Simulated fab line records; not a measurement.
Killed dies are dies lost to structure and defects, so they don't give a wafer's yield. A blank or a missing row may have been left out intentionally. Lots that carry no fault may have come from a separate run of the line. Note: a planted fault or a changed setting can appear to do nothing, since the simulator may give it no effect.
What tool caused it? || flow n5Finfet || Sampling: 15 lots, 45 wafers, 4 of 1938 route steps

WHAT THE GAUGES SHOWED, per wafer
Not one reading of a measure or inspect step in the record can be checked against a usual standard deviation.

WHICH TOOL RAN EACH LOT (tool, then ch and the chambers of the sampled wafers, then the start)
{"lot": "L197", "N5_SD_ACTIVATION_RTA_00": "rtpAnneal-02 ch 0, day 3 16:00", "N5_SD_ACTIVATION_LSA_01": "laserAnneal-01 ch 0, day 3 16:12", "N5_SDB_DEVELOP_10": "lithoTrack-02 ch 0, day 3 23:18", "N5_SDB_HM_OPEN_20": "rieDiel-06 ch 0,2,3, day 3 23:41"}
{"lot": "L198", "N5_SD_ACTIVATION_RTA_00": "rtpAnneal-01 ch 0, day 3 21:17", "N5_SD_ACTIVATION_LSA_01": "laserAnneal-01 ch 0, day 3 21:29", "N5_SDB_DEVELOP_10": "lithoTrack-03 ch 0, day 4 05:42", "N5_SDB_HM_OPEN_20": "rieDiel-01 ch 0,1,2, day 4 06:57"}
{"lot": "L199", "N5_SD_ACTIVATION_RTA_00": "rtpAnneal-01 ch 0, day 4 03:46", "N5_SD_ACTIVATION_LSA_01": "laserAnneal-01 ch 0, day 4 03:58", "N5_SDB_DEVELOP_10": "lithoTrack-05 ch 0, day 4 11:11", "N5_SDB_HM_OPEN_20": "rieDiel-05 ch 1,3, day 4 11:33"}
{"lot": "L200", "N5_SD_ACTIVATION_RTA_00": "rtpAnneal-01 ch 0, day 4 09:38", "N5_SD_ACTIVATION_LSA_01": "laserAnneal-01 ch 0, day 4 09:50", "N5_SDB_DEVELOP_10": "lithoTrack-03 ch 0, day 4 17:05", "N5_SDB_HM_OPEN_20": "rieDiel-06 ch 1,2, day 4 17:28"}
{"lot": "L201", "N5_SD_ACTIVATION_RTA_00": "rtpAnneal-02 ch 0, day 4 14:40", "N5_SD_ACTIVATION_LSA_01": "laserAnneal-02 ch 0, day 4 14:52", "N5_SDB_DEVELOP_10": "lithoTrack-02 ch 0, day 4 23:14", "N5_SDB_HM_OPEN_20": "rieDiel-06 ch 1,2, day 4 23:36"}
{"lot": "L206", "N5_SD_ACTIVATION_RTA_00": "rtpAnneal-01 ch 0, day 6 03:34", "N5_SD_ACTIVATION_LSA_01": "laserAnneal-01 ch 0, day 6 03:46", "N5_SDB_DEVELOP_10": "lithoTrack-05, day 6 10:58", "N5_SDB_HM_OPEN_20": "rieDiel-06 ch 0,2,3, day 6 11:20"}
{"lot": "L207", "N5_SD_ACTIVATION_RTA_00": "rtpAnneal-02 ch 0, day 6 06:33", "N5_SD_ACTIVATION_LSA_01": "laserAnneal-02 ch 0, day 6 06:45", "N5_SDB_DEVELOP_10": "lithoTrack-03, day 6 14:01", "N5_SDB_HM_OPEN_20": "rieDiel-06 ch 1,2,3, day 6 14:23"}
{"lot": "L208", "N5_SD_ACTIVATION_RTA_00": "rtpAnneal-01 ch 0, day 6 13:41", "N5_SD_ACTIVATION_LSA_01": "laserAnneal-01 ch 0, day 6 13:53", "N5_SDB_DEVELOP_10": "lithoTrack-05, day 6 21:16", "N5_SDB_HM_OPEN_20": "rieDiel-05 ch 0,2,3, day 6 21:38"}
{"lot": "L211", "N5_SD_ACTIVATION_RTA_00": "rtpAnneal-01 ch 0, day 7 05:20", "N5_SD_ACTIVATION_LSA_01": "laserAnneal-02 ch 0, day 7 05:32", "N5_SDB_DEVELOP_10": "lithoTrack-02 ch 0, day 7 14:27", "N5_SDB_HM_OPEN_20": "rieDiel-05 ch 1,2,3, day 7 15:02"}
{"lot": "L212", "N5_SD_ACTIVATION_RTA_00": "rtpAnneal-02 ch 0, day 7 10:58", "N5_SD_ACTIVATION_LSA_01": "laserAnneal-01 ch 0, day 7 11:10", "N5_SDB_DEVELOP_10": "lithoTrack-02 ch 0, day 7 18:33", "N5_SDB_HM_OPEN_20": "rieDiel-05 ch 1,2,3, day 7 19:01"}
{"lot": "L214", "N5_SD_ACTIVATION_RTA_00": "rtpAnneal-01 ch 0, day 7 20:39", "N5_SD_ACTIVATION_LSA_01": "laserAnneal-01 ch 0, day 7 20:51", "N5_SDB_DEVELOP_10": "lithoTrack-03 ch 0, day 8 04:20", "N5_SDB_HM_OPEN_20": "rieDiel-06 ch 0,1,3, day 8 04:43"}
{"lot": "L215", "N5_SD_ACTIVATION_RTA_00": "rtpAnneal-01 ch 0, day 8 03:51", "N5_SD_ACTIVATION_LSA_01": "laserAnneal-02 ch 0, day 8 04:03", "N5_SDB_DEVELOP_10": "lithoTrack-02 ch 0, day 8 11:23", "N5_SDB_HM_OPEN_20": "rieDiel-06 ch 0,3, day 8 11:45"}
{"lot": "L216", "N5_SD_ACTIVATION_RTA_00": "rtpAnneal-01 ch 0, day 8 10:46", "N5_SD_ACTIVATION_LSA_01": "laserAnneal-01 ch 0, day 8 10:58", "N5_SDB_DEVELOP_10": "lithoTrack-03 ch 0, day 8 18:25", "N5_SDB_HM_OPEN_20": "rieDiel-05 ch 2,3, day 8 18:47"}
{"lot": "L218", "N5_SD_ACTIVATION_RTA_00": "rtpAnneal-02 ch 0, day 8 22:41", "N5_SD_ACTIVATION_LSA_01": "laserAnneal-01 ch 0, day 8 22:53", "N5_SDB_DEVELOP_10": "lithoTrack-03 ch 0, day 9 06:16", "N5_SDB_HM_OPEN_20": "rieDiel-06 ch 0,1, day 9 06:38"}
{"lot": "L219", "N5_SD_ACTIVATION_RTA_00": "rtpAnneal-01 ch 0, day 9 06:50", "N5_SD_ACTIVATION_LSA_01": "laserAnneal-02 ch 0, day 9 07:04", "N5_SDB_DEVELOP_10": "lithoTrack-03 ch 0, day 9 14:32", "N5_SDB_HM_OPEN_20": "rieDiel-05 ch 0,1,2, day 9 14:55"}
- N5_SD_ACTIVATION_RTA_00: time 0 s.
- N5_SD_ACTIVATION_LSA_01: time 0.0008 s.
- N5_SDB_DEVELOP_10: develop time 30 s.
- N5_SDB_HM_OPEN_20: chemistry CH3F/O2, target SiNx, stops on poly-Si, target depth 24 nm.

AS READ BY THE TOOLS THEMSELVES (means over the sampled wafers that have a number; for cases with no such wafer, the mark the record gives instead)
N5_SD_ACTIVATION_RTA_00.
{"lot": "L197", "tool": "rtpAnneal-02", "lampPowerPct (%)": 8.92, "lamp_zone_6_pct (%)": 8.883, "lamp_zone_7_pct (%)": 9.34, "wafer_temp_C_max": 975.6}
{"lot": "L198", "tool": "rtpAnneal-01", "lampPowerPct (%)": 8.96, "lamp_zone_6_pct (%)": 8.877, "lamp_zone_7_pct (%)": 9.35, "wafer_temp_C_max": 974.7}
{"lot": "L199", "tool": "rtpAnneal-01", "lampPowerPct (%)": 8.93, "lamp_zone_6_pct (%)": 8.908, "lamp_zone_7_pct (%)": 9.36, "wafer_temp_C_max": 974.0}
{"lot": "L200", "tool": "rtpAnneal-01", "lampPowerPct (%)": 8.99, "lamp_zone_6_pct (%)": 8.888, "lamp_zone_7_pct (%)": 9.34, "wafer_temp_C_max": 975.9}
{"lot": "L201", "tool": "rtpAnneal-02", "lampPowerPct (%)": 8.97, "lamp_zone_6_pct (%)": 8.892, "lamp_zone_7_pct (%)": 9.36, "wafer_temp_C_max": 972.1}
{"lot": "L206", "tool": "rtpAnneal-01", "lampPowerPct (%)": 8.97, "lamp_zone_6_pct (%)": 8.835, "lamp_zone_7_pct (%)": 9.36, "wafer_temp_C_max": 975.6}
{"lot": "L207", "tool": "rtpAnneal-02", "lampPowerPct (%)": 9.00, "lamp_zone_6_pct (%)": 8.858, "lamp_zone_7_pct (%)": 9.35, "wafer_temp_C_max": 973.3}
{"lot": "L208", "tool": "rtpAnneal-01", "lampPowerPct (%)": 8.95, "lamp_zone_6_pct (%)": 8.871, "lamp_zone_7_pct (%)": 9.34, "wafer_temp_C_max": 975.8}
{"lot": "L211", "tool": "rtpAnneal-01", "lampPowerPct (%)": 8.96, "lamp_zone_6_pct (%)": 8.899, "lamp_zone_7_pct (%)": 9.36, "wafer_temp_C_max": 973.2}
{"lot": "L212", "tool": "rtpAnneal-02", "lampPowerPct (%)": 8.98, "lamp_zone_6_pct (%)": 8.871, "lamp_zone_7_pct (%)": 9.37, "wafer_temp_C_max": 975.4}
{"lot": "L214", "tool": "rtpAnneal-01", "lampPowerPct (%)": 8.99, "lamp_zone_6_pct (%)": 8.882, "lamp_zone_7_pct (%)": 9.36, "wafer_temp_C_max": 975.0}
{"lot": "L215", "tool": "rtpAnneal-01", "lampPowerPct (%)": 8.97, "lamp_zone_6_pct (%)": 8.872, "lamp_zone_7_pct (%)": 9.35, "wafer_temp_C_max": 974.6}
{"lot": "L216", "tool": "rtpAnneal-01", "lampPowerPct (%)": 8.97, "lamp_zone_6_pct (%)": 8.890, "lamp_zone_7_pct (%)": 9.37, "wafer_temp_C_max": 972.8}
{"lot": "L218", "tool": "rtpAnneal-02", "lampPowerPct (%)": 8.96, "lamp_zone_6_pct (%)": 8.862, "lamp_zone_7_pct (%)": 9.31, "wafer_temp_C_max": 974.2}
{"lot": "L219", "tool": "rtpAnneal-01", "lampPowerPct (%)": 8.99, "lamp_zone_6_pct (%)": 8.859, "lamp_zone_7_pct (%)": 9.34, "wafer_temp_C_max": 975.5}

N5_SD_ACTIVATION_LSA_01.
{"lot": "L197", "tool": "laserAnneal-01", "wafer_temp_C_max": 1085.5}
{"lot": "L198", "tool": "laserAnneal-01", "wafer_temp_C_max": 1084.5}
{"lot": "L199", "tool": "laserAnneal-01", "wafer_temp_C_max": 1085.0}
{"lot": "L200", "tool": "laserAnneal-01", "wafer_temp_C_max": 1085.2}
{"lot": "L201", "tool": "laserAnneal-02", "wafer_temp_C_max": 1083.0}
{"lot": "L206", "tool": "laserAnneal-01", "wafer_temp_C_max": 1084.8}
{"lot": "L207", "tool": "laserAnneal-02", "wafer_temp_C_max": 1083.6}
{"lot": "L208", "tool": "laserAnneal-01", "wafer_temp_C_max": 1085.5}
{"lot": "L211", "tool": "laserAnneal-02", "wafer_temp_C_max": 1083.2}
{"lot": "L212", "tool": "laserAnneal-01", "wafer_temp_C_max": 1085.4}
{"lot": "L214", "tool": "laserAnneal-01", "wafer_temp_C_max": 1085.4}
{"lot": "L215", "tool": "laserAnneal-02", "wafer_temp_C_max": 1083.8}
{"lot": "L216", "tool": "laserAnneal-01", "wafer_temp_C_max": 1085.7}
{"lot": "L218", "tool": "laserAnneal-01", "wafer_temp_C_max": 1085.2}
{"lot": "L219", "tool": "laserAnneal-02", "wafer_temp_C_max": 1083.1}

N5_SDB_DEVELOP_10.
{"lot": "L197", "tool": "lithoTrack-02", "chillPlateTempC (C)": 23.01, "resistLineTempC (C)": 23.04}
{"lot": "L198", "tool": "lithoTrack-03", "chillPlateTempC (C)": 23.03, "resistLineTempC (C)": 23.01}
{"lot": "L199", "tool": "lithoTrack-05", "chillPlateTempC (C)": 22.96, "resistLineTempC (C)": 23.04}
{"lot": "L200", "tool": "lithoTrack-03", "chillPlateTempC (C)": 22.97, "resistLineTempC (C)": 23.05}
{"lot": "L201", "tool": "lithoTrack-02", "chillPlateTempC (C)": 22.87, "resistLineTempC (C)": 22.97}
{"lot": "L206", "tool": "lithoTrack-05", "chillPlateTempC (C)": "-", "resistLineTempC (C)": "-"}
{"lot": "L207", "tool": "lithoTrack-03", "chillPlateTempC (C)": "-", "resistLineTempC (C)": "-"}
{"lot": "L208", "tool": "lithoTrack-05", "chillPlateTempC (C)": "-", "resistLineTempC (C)": "-"}
{"lot": "L211", "tool": "lithoTrack-02", "chillPlateTempC (C)": 23.13, "resistLineTempC (C)": 22.94}
{"lot": "L212", "tool": "lithoTrack-02", "chillPlateTempC (C)": 23.08, "resistLineTempC (C)": 23.06}
{"lot": "L214", "tool": "lithoTrack-03", "chillPlateTempC (C)": 23.00, "resistLineTempC (C)": 22.92}
{"lot": "L215", "tool": "lithoTrack-02", "chillPlateTempC (C)": 23.03, "resistLineTempC (C)": 22.93}
{"lot": "L216", "tool": "lithoTrack-03", "chillPlateTempC (C)": 23.06, "resistLineTempC (C)": 23.02}
{"lot": "L218", "tool": "lithoTrack-03", "chillPlateTempC (C)": 22.86, "resistLineTempC (C)": 22.84}
{"lot": "L219", "tool": "lithoTrack-03", "chillPlateTempC (C)": 23.13, "resistLineTempC (C)": 23.02}

N5_SDB_HM_OPEN_20.
{"lot": "L197", "tool": "rieDiel-06", "CH3F_flow_sccm (sccm)": 30.00, "chamberPressureMTorr (mTorr)": 29.983, "drypumpMotorCurrentA (A)": 5.8, "mfcArSccm (sccm)": 150.1, "oesProductAu (a.u.)": 0.66, "rfVppV (V)": 301, "showerheadPlenumPTorr (Torr)": 2.01, "throttleValvePct (%)": 16.38}
{"lot": "L198", "tool": "rieDiel-01", "CH3F_flow_sccm (sccm)": 30.02, "chamberPressureMTorr (mTorr)": 29.986, "drypumpMotorCurrentA (A)": 5.7, "mfcArSccm (sccm)": 149.6, "oesProductAu (a.u.)": 0.65, "rfVppV (V)": 299, "showerheadPlenumPTorr (Torr)": 2.01, "throttleValvePct (%)": 16.43}
{"lot": "L199", "tool": "rieDiel-05", "CH3F_flow_sccm (sccm)": 30.00, "chamberPressureMTorr (mTorr)": 30.006, "drypumpMotorCurrentA (A)": 5.7, "mfcArSccm (sccm)": 149.8, "oesProductAu (a.u.)": 0.70, "rfVppV (V)": 305, "showerheadPlenumPTorr (Torr)": 2.11, "throttleValvePct (%)": 16.22}
{"lot": "L200", "tool": "rieDiel-06", "CH3F_flow_sccm (sccm)": 29.91, "chamberPressureMTorr (mTorr)": 29.988, "drypumpMotorCurrentA (A)": 6.1, "mfcArSccm (sccm)": 150.0, "oesProductAu (a.u.)": 0.62, "rfVppV (V)": 300, "showerheadPlenumPTorr (Torr)": 2.05, "throttleValvePct (%)": 16.43}
{"lot": "L201", "tool": "rieDiel-06", "CH3F_flow_sccm (sccm)": 29.98, "chamberPressureMTorr (mTorr)": 29.999, "drypumpMotorCurrentA (A)": 5.7, "mfcArSccm (sccm)": 150.1, "oesProductAu (a.u.)": 0.62, "rfVppV (V)": 298, "showerheadPlenumPTorr (Torr)": 2.04, "throttleValvePct (%)": 16.33}
{"lot": "L206", "tool": "rieDiel-06", "CH3F_flow_sccm (sccm)": 29.99, "chamberPressureMTorr (mTorr)": 30.013, "drypumpMotorCurrentA (A)": 5.8, "mfcArSccm (sccm)": 150.3, "oesProductAu (a.u.)": 0.64, "rfVppV (V)": 300, "showerheadPlenumPTorr (Torr)": 2.00, "throttleValvePct (%)": 16.42}
{"lot": "L207", "tool": "rieDiel-06", "CH3F_flow_sccm (sccm)": 29.94, "chamberPressureMTorr (mTorr)": 29.994, "drypumpMotorCurrentA (A)": 5.8, "mfcArSccm (sccm)": 150.3, "oesProductAu (a.u.)": 0.61, "rfVppV (V)": 299, "showerheadPlenumPTorr (Torr)": 2.02, "throttleValvePct (%)": 16.44}
{"lot": "L208", "tool": "rieDiel-05", "CH3F_flow_sccm (sccm)": 30.00, "chamberPressureMTorr (mTorr)": 29.983, "drypumpMotorCurrentA (A)": 5.8, "mfcArSccm (sccm)": 150.3, "oesProductAu (a.u.)": 0.62, "rfVppV (V)": 301, "showerheadPlenumPTorr (Torr)": 2.06, "throttleValvePct (%)": 16.35}
{"lot": "L211", "tool": "rieDiel-05", "CH3F_flow_sccm (sccm)": 29.97, "chamberPressureMTorr (mTorr)": 29.994, "drypumpMotorCurrentA (A)": 5.5, "mfcArSccm (sccm)": 150.1, "oesProductAu (a.u.)": 0.66, "rfVppV (V)": 304, "showerheadPlenumPTorr (Torr)": 2.10, "throttleValvePct (%)": 16.37}
{"lot": "L212", "tool": "rieDiel-05", "CH3F_flow_sccm (sccm)": 29.97, "chamberPressureMTorr (mTorr)": 30.002, "drypumpMotorCurrentA (A)": 5.5, "mfcArSccm (sccm)": 150.2, "oesProductAu (a.u.)": 0.64, "rfVppV (V)": 304, "showerheadPlenumPTorr (Torr)": 2.10, "throttleValvePct (%)": 16.37}
{"lot": "L214", "tool": "rieDiel-06", "CH3F_flow_sccm (sccm)": 29.94, "chamberPressureMTorr (mTorr)": 30.023, "drypumpMotorCurrentA (A)": 5.3, "mfcArSccm (sccm)": 150.1, "oesProductAu (a.u.)": 0.64, "rfVppV (V)": 298, "showerheadPlenumPTorr (Torr)": 1.98, "throttleValvePct (%)": 16.34}
{"lot": "L215", "tool": "rieDiel-06", "CH3F_flow_sccm (sccm)": 30.02, "chamberPressureMTorr (mTorr)": 29.997, "drypumpMotorCurrentA (A)": 5.5, "mfcArSccm (sccm)": 149.9, "oesProductAu (a.u.)": 0.64, "rfVppV (V)": 299, "showerheadPlenumPTorr (Torr)": 1.97, "throttleValvePct (%)": 16.44}
{"lot": "L216", "tool": "rieDiel-05", "CH3F_flow_sccm (sccm)": 30.04, "chamberPressureMTorr (mTorr)": 29.989, "drypumpMotorCurrentA (A)": 5.3, "mfcArSccm (sccm)": 150.5, "oesProductAu (a.u.)": 0.62, "rfVppV (V)": 303, "showerheadPlenumPTorr (Torr)": 2.09, "throttleValvePct (%)": 16.48}
{"lot": "L218", "tool": "rieDiel-06", "CH3F_flow_sccm (sccm)": 30.01, "chamberPressureMTorr (mTorr)": 30.012, "drypumpMotorCurrentA (A)": 5.0, "mfcArSccm (sccm)": 149.7, "oesProductAu (a.u.)": 0.68, "rfVppV (V)": 300, "showerheadPlenumPTorr (Torr)": 1.96, "throttleValvePct (%)": 16.27}
{"lot": "L219", "tool": "rieDiel-05", "CH3F_flow_sccm (sccm)": 29.97, "chamberPressureMTorr (mTorr)": 30.012, "drypumpMotorCurrentA (A)": 5.8, "mfcArSccm (sccm)": 150.0, "oesProductAu (a.u.)": 0.59, "rfVppV (V)": 304, "showerheadPlenumPTorr (Torr)": 2.05, "throttleValvePct (%)": 16.54}

THE ANSWER, worked out from the rows above alone
Rule: what is usual is taken from the lots themselves. Put in order of their means at a reading, lots are off if they are a third of the lots or fewer, leave a main group of 4 or more, and stand apart from it by a gap of 3 or more times the standard deviation of the main group's means; of several such gaps the widest counts. The tables above print the reading to a certain number of digits; a main group whose means all agree to those digits is not used. Also off: a lot with no number at a reading for which 4 or more lots have one. Any other lot the step has rows for is counted as sound. The gauges are gone through in route order, then the tools' own readings, and for those a lot's mean is taken as printed above. At the first step where some lot is off, the reading lying furthest off is the one used; lots without a number count as furthest.
Off: L206, L207, L208 (N5_SDB_DEVELOP_10, chillPlateTempC). Without a number there: L206, L207, L208. The main group: mean 23.01 C, standard deviation 0.083.
A tool fits if, at that step or a process step before it, it ran every lot that is off, and no sound lot after the first of them. No candidate that was tried fits.

WHAT THE SIMULATOR HAD PUT IN
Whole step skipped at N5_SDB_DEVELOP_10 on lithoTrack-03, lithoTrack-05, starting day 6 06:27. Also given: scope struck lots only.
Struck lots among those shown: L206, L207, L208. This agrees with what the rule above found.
